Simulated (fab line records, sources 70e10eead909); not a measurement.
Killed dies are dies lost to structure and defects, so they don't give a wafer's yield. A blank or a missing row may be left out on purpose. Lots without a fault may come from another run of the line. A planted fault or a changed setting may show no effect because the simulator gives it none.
A struck lot beside a sound one | flow nand_harc | 21 steps out of a route of 1159
Sound: wafers L229.2, L229.4, L229.6. Struck: wafers L241.3, L241.4, L241.5. The cause comes at the end.
At each step with rows: each side's tool, then ch and its chambers, then its first start. Under that, the readings that differ: sound wafers | struck wafers | difference of the means | sigmas: that difference in standard deviations of wafers without a fault.
alike: readings whose means differ by less than 2 such deviations, and words and numbers that are the same on both sides. not compared: withheld readings, readings that some wafer has no value for, bounds like >300 that may hide the same value, and numbers for which the record gives no deviation and whose values overlap.
The two part at a step that has a row with sigmas, a row that says differs or no value, or rows on one side only. Numbers that don't overlap but have no deviation are shown without sigmas and don't part them. A reading that every wafer of one side lacks parts them only if that side has two wafers or more.

NHARC_P_M1_OVL_MEAS_10: pitch 260 nm.
  sound on overlay-01, day 7 06:37; struck on overlay-02, day 10 07:08
  alike: overlay_x_nm, overlay_y_nm
NHARC_P_M1_INSPECT_11:
  sound on defect_inspect-01, day 7 06:40; struck on defect_inspect-02, day 10 07:10
  alike: raw_defect_count
then, 1 step without rows for these wafers: NHARC_P_M1_DESCUM_14 (chemistry O2, time 3 s).
NHARC_P_M1_ETCH_35: etches the open film in N2/H2, target depth 40 nm, overetch 12 nm, time 43.94 s.
  sound on rie_diel-12 ch 0,3, day 7 06:48; struck on rie_diel-01 ch 0,2,3, day 10 07:19
  alike: drypump_motor_current_A, h2_flow_sccm, n2_flow_sccm, oes_product_au, rf_vpp_V, showerhead_plenum_p_Torr, throttle_valve_pct
  not compared: rf_hours_counter_h
then, 1 step without rows for these wafers: NHARC_P_M1_ETCH_15 (etches the open film in C4F8/Ar, target depth 182.5 nm, time 91.2 s).
NHARC_P_M1_CD_MEAS_16:
  sound on cd_sem-03, day 7 07:01; struck on cd_sem-01, day 10 07:32
  alike: cd_nm
then, 1 step without rows for these wafers: NHARC_P_M1_STRIP_18 (strips in N2/H2).
NHARC_P_M1_ETCH_28: etches the open film in CF4/N2, target depth 30 nm, time 72.99 s.
  sound on rie_diel-08 ch 0,1,2; struck on rie_diel-01 ch 2,3
  alike: drypump_motor_current_A, n2_flow_sccm, oes_product_au, rf_vpp_V, showerhead_plenum_p_Torr, throttle_valve_pct
  not compared: rf_hours_counter_h
then, 1 step without rows for these wafers: NHARC_P_M1_STRIP_19 (strips in post etch residue remover, time 600 s).
NHARC_P_M1_DEGAS_29: time 60 s.
  sound on pvd_sputter-02, day 7 07:44; struck on pvd_sputter-03, day 10 08:15
  alike: heater_power_w
then, 1 step without rows for these wafers: NHARC_P_M1_PRE_CLEAN_30 (time 30 s).
NHARC_P_M1_PVD_20: deposits TaN, target thk 5 nm, time 8.06 s.
  sound on pvd_sputter-02; struck on pvd_sputter-03
  alike: throttle_valve_pct
NHARC_P_M1_PVD_21: deposits Cu, target thk 30 nm, time 20.49 s.
  sound on pvd_sputter-02, day 7 07:59; struck on pvd_sputter-03, day 10 08:29
  alike: throttle_valve_pct
then, 1 step without rows for these wafers: NHARC_P_M1_ECD_22 (material Cu, target thk 400 nm).
NHARC_P_M1_ANNEAL_31: time 90 s.
  sound on rtp_anneal-02 ch 0, day 7 08:32; struck on rtp_anneal-01 ch 0, day 10 09:06
  alike: wafer_temp_C_max
then, 2 steps without rows for these wafers: NHARC_P_M1_CMP_23 (polishes, t overpolish 20 s, target thk 157.82 nm); NHARC_P_M1_SRD_25.
NHARC_P_M1_INSPECT_27:
  sound on defect_inspect-02, day 7 09:18; struck on defect_inspect-02, day 10 09:50
  alike: raw_defect_count
then, 2 steps without rows for these wafers: NHARC_P_M1_PRE_CLEAN_32 (time 12 s); NHARC_P_M1_DEP_33 (deposits SiCN, target thk 30 nm).
-- the record jumps here: 13 days lie between the struck wafers' starts before and after (it left off in module P_M1 and takes up again in module END, whose first step shown is number 1159 of the route) --
NHARC_END_SORT_01:
  the record has rows for the struck wafers here (prober-02 ch 0, day 23 21:19) and none for the sound ones

WHERE THEY PART
Only at NHARC_END_SORT_01, within this record.

WHY: what the simulator had put in
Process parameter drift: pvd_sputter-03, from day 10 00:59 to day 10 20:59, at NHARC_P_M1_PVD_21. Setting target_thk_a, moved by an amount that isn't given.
